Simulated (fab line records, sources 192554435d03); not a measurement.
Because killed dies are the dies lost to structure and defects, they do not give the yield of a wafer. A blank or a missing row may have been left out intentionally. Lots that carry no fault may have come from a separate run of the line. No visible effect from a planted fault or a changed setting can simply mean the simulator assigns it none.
2 desks looking at one fault + flow n5Finfet + every desk sees just its own numbers, and what lay behind them comes last

## THE METROLOGY DESK
What the gauges read, lot by lot, whatever tool the lot ran on: means of the sampled wafers that have a number. Any lot whose mean is over 4 standard deviations away from the usual mean is out of limits and marked OUT; that distance is given in the brackets. Shown here are 7 of its 11 readings, the ones lying furthest out on some lot.
Columns: A = VG_OVL at N5_MOL_CONTACT_COAG_OVL_MEAS_85, usual -0.6 nm; B = DIBL_N at N5_BEOL_M4_RC_MEAS_101, usual 36.3 mV/V; C = DIBL_P at N5_BEOL_M4_RC_MEAS_101, usual 36.5 mV/V; D = IOFF_N at N5_BEOL_M4_RC_MEAS_101, usual 0.163 nA/um; E = IOFF_P at N5_BEOL_M4_RC_MEAS_101, usual 0.22 nA/um; F = ION_N at N5_BEOL_M4_RC_MEAS_101, usual 676 uA/um; G = VT_P at N5_BEOL_M4_RC_MEAS_101, usual -250 mV
| lot  | first seen here | A    | B    | C    | D     | E    | F   | G    |
|------|-----------------|------|------|------|-------|------|-----|------|
| L835 | day 6 22:52     | -1.0 | 37.5 | 37.2 | 0.174 | 0.28 | 671 | -244 |
| L839 | day 7 23:26     | -0.8 | 35.0 | 35.2 | 0.150 | 0.22 | 672 | -249 |
| L840 | day 7 23:50     | -0.7 | 36.0 | 34.4 | 0.139 | 0.18 | 662 | -252 |
| L844 | day 9 04:52     | -0.7 | 35.7 | 36.1 | 0.146 | 0.18 | 670 | -255 |
| L845 | day 9 19:18     | -1.2 | 39.6 | 39.3 | 0.212 | 0.26 | 681 | -247 |
| L848 | day 10 02:28    | -1.5 | 36.4 | 39.6 | 0.174 | 0.24 | 682 | -248 |
| L849 | day 10 06:16    | -0.1 | 35.9 | 36.1 | 0.147 | 0.20 | 671 | -253 |
| L850 | day 10 12:25    | -1.0 | 35.5 | 36.2 | 0.159 | 0.21 | 668 | -250 |
| L851 | day 11 01:15    | -0.0 | 37.1 | 36.8 | 0.185 | 0.26 | 683 | -246 |
Result from this desk: across the 9 lots, nothing is out of limits.

## TOOL OWNER'S DESK, pecvd-04
The tool's own readings at N5_MOL_CONTACT_COAG_PECVD_31 (deposits SiO2 from TEOS/O2, target thk 46 nm, time 8.9 s): means of the sampled wafers that have a number, for each lot that ran on this tool. Any lot whose mean is over 4 standard deviations away from the usual mean is out of limits and marked OUT; that distance is given in the brackets.
Columns: A = susceptorTempC at N5_MOL_CONTACT_COAG_PECVD_31, usual 399.98 C
| lot  | first seen here | A                |
|------|-----------------|------------------|
| L835 | day 6 22:30     | 402.91 (+14) OUT |
This desk's verdict: out of limits on L835, starting with L835 at day 6 22:30 (susceptorTempC at N5_MOL_CONTACT_COAG_PECVD_31). In limits: none.

## BROUGHT TOGETHER
An alarm could have come from the tool owner's desk at day 6 22:30, on L835.
Nothing out of limits was seen by the metrology desk.
The metrology desk holds a record of L835, inside its limits.
The lots listed all ran N5_MOL_CONTACT_COAG_PECVD_31 on pecvd-04.

## WHAT WAS PUT IN BY THE SIMULATOR
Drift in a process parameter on pecvd-04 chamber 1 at N5_MOL_CONTACT_COAG_PECVD_31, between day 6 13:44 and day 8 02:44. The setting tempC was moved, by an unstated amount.
Struck lots among those shown: L835.
Hours from the fault's start to each desk's first reading out of limits: the tool owner's desk, 9.
